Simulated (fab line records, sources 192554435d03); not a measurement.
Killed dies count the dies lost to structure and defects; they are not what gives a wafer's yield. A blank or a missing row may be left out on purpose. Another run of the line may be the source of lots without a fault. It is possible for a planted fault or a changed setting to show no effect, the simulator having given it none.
Lot-split experiment    flow n5 finfet    21 wafers read from 7 lots, route of 1938 steps

== ABOUT THE SPLIT ==
At N5_SDB_COAT_04 (time 60 s, resist thk 18 nm), the setting spin rpm was moved away from the recipe's 1500 rpm on 6 of the 21 wafers read, by -8.3% to -5.4%. This setting was run at the recipe's value on the other wafers.

== FROM THE SPLIT TO THE READING: what the file shows between them, 4 steps ==
- N5_SDB_COAT_05: resist thk 90 nm
- N5_SDB_EBR_07
- N5_SDB_DESCUM_16: chemistry O2, time 7.9 s
- N5_SDB_ETCH_17: etches SiARC in CF4, target depth 23.4 nm, time 39 s

== THE READING ==
SiARC_of_SDB_COAT_04.thk nm (the simulator's own value, which no gauge read), in nm, at N5_SDB_ETCH_18 (etches SOC in N2/H2, target depth 100 nm, overetch 20 nm, time 150 s). The file gives no usual value for it. Average 12.7 nm, standard deviation 0.14 nm, over the 15 wafers here run with the recipe.

wafer   tool, chamber at the split  spin rpm as run, rpm  against the recipe  SiARC_of_SDB_COAT_04.thk nm, nm  against lot-mates on the recipe
L074.2  litho track-03, 0           1500                  recipe              12.8                             -
L074.3  litho track-03, 0           1500                  recipe              12.6                             -
L074.4  litho track-03, 0           1500                  recipe              12.8                             -
L079.3  litho track-03, 0           1500                  recipe              12.8                             -
L079.4  litho track-03, 0           1500                  recipe              13                               -
L079.5  litho track-03, 0           1500                  recipe              12.6                             -
L081.1  litho track-05, 0           1500                  recipe              12.8                             -
L081.3  litho track-05, 0           1500                  recipe              12.8                             -
L081.5  litho track-05, 0           1375                  -8.3%               13.6                             +0.8
L083.2  litho track-03, 0           1500                  recipe              12.4                             -
L083.4  litho track-03, 0           1500                  recipe              12.6                             -
L083.5  litho track-03, 0           1500                  recipe              12.8                             -
L082.1  litho track-04, 0           1419                  -5.4%               13.6                             +1.0
L082.2  litho track-04, 0           1419                  -5.4%               13.2                             +0.6
L082.4  litho track-04, 0           1500                  recipe              12.6                             -
L087.2  litho track-04, 0           1500                  recipe              12.6                             -
L087.4  litho track-04, 0           1394                  -7.1%               13.6                             +0.9
L087.5  litho track-04, 0           1500                  recipe              12.8                             -
L097.1  litho track-05, 0           1392                  -7.2%               13.6                             +0.8
L097.3  litho track-05, 0           1392                  -7.2%               13.6                             +0.8
L097.6  litho track-05, 0           1500                  recipe              12.8                             -

FIT RESULTS
A straight line over all 21 wafers: SiARC_of_SDB_COAT_04.thk nm changes by -0.119 nm for each +1% of spin rpm; r = -0.94; the points scatter about the line by 0.15 nm.
The same after taking each lot's own level away (the mean of its wafers on the recipe; 21 wafers): -0.117 nm for each +1%; r = -0.94; scatter 0.14 nm.
That fit puts the effect of the largest move of spin rpm on the reading at 0.97 nm.
From 12.60 to 12.80 nm: that is the span of the lots' own levels, equal to 1.4 times the standard deviation above.
Hence the lot-to-lot level has little effect on the slope; both slopes agree.
Check: for one of the wafers moved furthest among these (-8.3%), held out of the fit, the line's prediction against its lot-mates is +1.04 nm. It came out at +0.8 nm against them.

== ADDITIONAL SPLITS CARRIED BY THESE WAFERS ==
These wafers also went through other splits before the reading. Each is held against what the fit with the lots' levels taken away leaves over:
other split on the same wafers   wafers away from the commonest value  r with SiARC_of_SDB_COAT_04.thk nm (lot level and that fit taken away)
N5_FIN_SAQP_FIN_ETCH_36 icp w    9                                     +0.14
N5_DUMMY_GATE_COAT_34 spin rpm   8                                     -0.26
N5_DUMMY_GATE_EXPOSE_12 dose mj  10                                    +0.25
N5_SDB_COAT_03 spin rpm          9                                     +0.05

== THE WHOLE CHAIN: every reading that the file lists as answering this split, in the file's order ==
step            what it does                                                          reading                                                                       change (the file's fit)                 r (the file's)
N5_SDB_COAT_04  time 60 s, resist thk 18 nm                                           SiARC_of_SDB_COAT_04.thk nm (the simulator's own value, which no gauge read)  -0.104 nm for each +1% of the setting   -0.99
N5_SDB_ETCH_17  etches SiARC in CF4, target depth 23.4 nm, time 39 s                  etch.depth nm (the simulator's own value, which no gauge read)                -0.0983 nm for each +1% of the setting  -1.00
N5_SDB_ETCH_18  etches SOC in N2/H2, target depth 100 nm, overetch 20 nm, time 150 s  SiARC_of_SDB_COAT_04.thk nm (the simulator's own value, which no gauge read)  -0.115 nm for each +1% of the setting   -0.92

== THE FILE'S OWN FIT ==
SiARC_of_SDB_COAT_04.thk nm changes by -0.115 nm for each +1% of spin rpm, r = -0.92.
